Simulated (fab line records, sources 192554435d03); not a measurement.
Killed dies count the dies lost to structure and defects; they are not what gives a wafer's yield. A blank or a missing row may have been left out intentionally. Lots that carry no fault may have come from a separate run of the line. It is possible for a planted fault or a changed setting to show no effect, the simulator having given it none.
Split-lot experiment | flow n5Finfet | 21 wafers read from 7 lots, route of 1938 steps

ON THE SPLIT
At N5_MOL_CONTACT_COAG_ALD_123 (deposits SiNx, target thk 5 nm, pulse time 1 s, purge time 2 s), the setting aldCycles was moved away from the recipe's 100 on 8 of the 21 wafers read, by -12.0% to +13.0%. All remaining wafers had this setting at the recipe value.

FROM THE SPLIT TO THE READING: what the file shows between them, 13 steps
- N5_MOL_CONTACT_COAG_COAT_76: time 60 s, resist thk 10 nm (also split here: spinRpm)
- N5_MOL_CONTACT_COAG_COAT_77: time 60 s, resist thk 10 nm
- N5_MOL_CONTACT_COAG_COAT_78: resist thk 40 nm
- N5_MOL_CONTACT_COAG_DESCUM_88: chemistry O2, time 7 s
- N5_MOL_CONTACT_COAG_ETCH_89: etches underlayer in N2/H2, target depth 13 nm, time 10.4 s
- N5_MOL_CONTACT_COAG_ETCH_90: etches SiARC in CF4, target depth 13 nm, time 21.7 s
- N5_MOL_CONTACT_COAG_ALD_131: deposits SiO2, target thk 5 nm, pulse time 1 s, co reactant pulse time 1 s
- N5_MOL_CONTACT_COAG_ETCHBACK_132: etches SiO2 in CHF3, target depth 10 nm, time 6.7 s
- N5_MOL_CONTACT_COAG_ETCH_91: etches SOC in N2/H2, target depth 60 nm, overetch 21 nm, time 101.2 s
- N5_MOL_CONTACT_COAG_STRIP_92: strips in N2/H2
- N5_MOL_CONTACT_COAG_STRIP_93: strips in N2/H2
- N5_MOL_CONTACT_COAG_STRIP_120: strips in CHF3
- N5_MOL_CONTACT_COAG_VIA_ETCH_117: etches SiO2 in C4F6/O2, target depth 40 nm, overetch 8 nm, time 26 s

THE READING
etch.depthNm (the simulator's own value, which no gauge read), in nm, at N5_MOL_CONTACT_COAG_ETCH_124 (etches SiNx in CH3F/O2, stops on SiOC, target depth 6.5 nm). The file gives no usual value for it. Average 4.995 nm, standard deviation 0.018 nm, over the 13 wafers here run with the recipe.

wafer  | tool, chamber at the split | aldCycles as run | against the recipe | etch.depthNm, nm | against lot-mates on the recipe
L075.1 | aldSin-02, 2,3             | 91               | -9.0%              | 4.558            | -0.449
L075.2 | aldSin-02, 1               | 100              | recipe             | 5.007            | -
L075.6 | aldSin-02, 2,3             | 91               | -9.0%              | 4.555            | -0.452
L083.1 | aldSin-03, 2,3             | 113              | +13.0%             | 5.626            | +0.649
L083.3 | aldSin-03, 2,3             | 113              | +13.0%             | 5.639            | +0.662
L083.5 | aldSin-03, 3               | 100              | recipe             | 4.977            | -
L091.1 | aldSin-03, 0,2,1           | 100              | recipe             | 5.025            | -
L091.2 | aldSin-03, 0,2,1           | 100              | recipe             | 4.986            | -
L091.3 | aldSin-03, 0,2,1           | 100              | recipe             | 4.974            | -
L092.1 | aldSin-01, 1,0             | 100              | recipe             | 5.004            | -
L092.3 | aldSin-01, 1,0             | 100              | recipe             | 4.989            | -
L092.4 | aldSin-01, 2               | 112              | +12.0%             | 5.608            | +0.612
L095.3 | aldSin-03, 0               | 100              | recipe             | 5.024            | -
L095.4 | aldSin-03, 1               | 88               | -12.0%             | 4.4              | -0.621
L095.5 | aldSin-03, 0               | 100              | recipe             | 5.018            | -
L096.1 | aldSin-02, 3,1,2           | 100              | recipe             | 4.978            | -
L096.4 | aldSin-02, 3,1,2           | 100              | recipe             | 4.97             | -
L096.5 | aldSin-02, 3,1,2           | 100              | recipe             | 4.99             | -
L097.1 | aldSin-02, 3,0             | 107              | +7.0%              | 5.362            | +0.364
L097.4 | aldSin-02, 3,0             | 107              | +7.0%              | 5.365            | +0.367
L097.6 | aldSin-02, 0               | 100              | recipe             | 4.998            | -
The file does not say which wafer passed through which chamber wherever a row lists several chambers: such a row stands for several wafers.

THE FIT
A straight line over all 21 wafers: etch.depthNm changes by +0.0497 nm for each +1% of aldCycles; r = +1.00; the points scatter about the line by 0.017 nm.
The same after taking each lot's own level away (the mean of its wafers on the recipe; 21 wafers): +0.0508 nm for each +1%; r = +1.00; scatter 0.011 nm.
The reading moves by 0.66 nm for the largest change in aldCycles, on that fit.
Across the lots, their own levels run from 4.9770 to 5.0210 nm, a range of 2.4 times the standard deviation given above.
Consequently the slope shifts little with the lot-to-lot level, the two slopes agreeing.
Check: for one of the wafers moved furthest among these (+13.0%), held out of the fit, the line's prediction against its lot-mates is +0.665 nm. It came out at +0.649 nm against them.

THE OTHER SPLITS THESE WAFERS WENT THROUGH
Note: prior to the reading, these wafers also went through further splits. Each is held against what the fit with the lots' levels taken away leaves over:
other split on the same wafers              | wafers away from the commonest value | r with etch.depthNm (lot level and that fit taken away)
N5_SDB_COAT_03 spinRpm                      | 8                                    | -0.18
N5_HKMG_FIN_PEB_10 pebTimeS                 | 9                                    | +0.02
N5_HKMG_FIN_ETCH_32 biasW                   | 4                                    | +0.09
N5_MOL_CONTACT_COAG_ETCH_105 biasW          | 7                                    | -0.28
N5_MOL_CONTACT_COAG_CONTACT_ETCH_14 sourceW | 5                                    | -0.04
N5_MOL_CONTACT_COAG_COAT_76 spinRpm         | 6                                    | -0.18

THE WHOLE CHAIN: every reading that the file lists as answering this split, in the file's order
step                         | what it does                                                   | reading                                                                                 | change (the file's fit)                | r (the file's)
N5_MOL_CONTACT_COAG_ALD_123  | deposits SiNx, target thk 5 nm, pulse time 1 s, purge time 2 s | SiNx_of_MOL_CONTACT_COAG_ALD_123.thkNm (the simulator's own value, which no gauge read) | +0.0487 nm for each +1% of the setting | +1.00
N5_MOL_CONTACT_COAG_ETCH_124 | etches SiNx in CH3F/O2, stops on SiOC, target depth 6.5 nm     | etch.depthNm (the simulator's own value, which no gauge read)                           | +0.051 nm for each +1% of the setting  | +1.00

THE FILE'S OWN FIT
etch.depthNm changes by +0.051 nm for each +1% of aldCycles, r = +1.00.
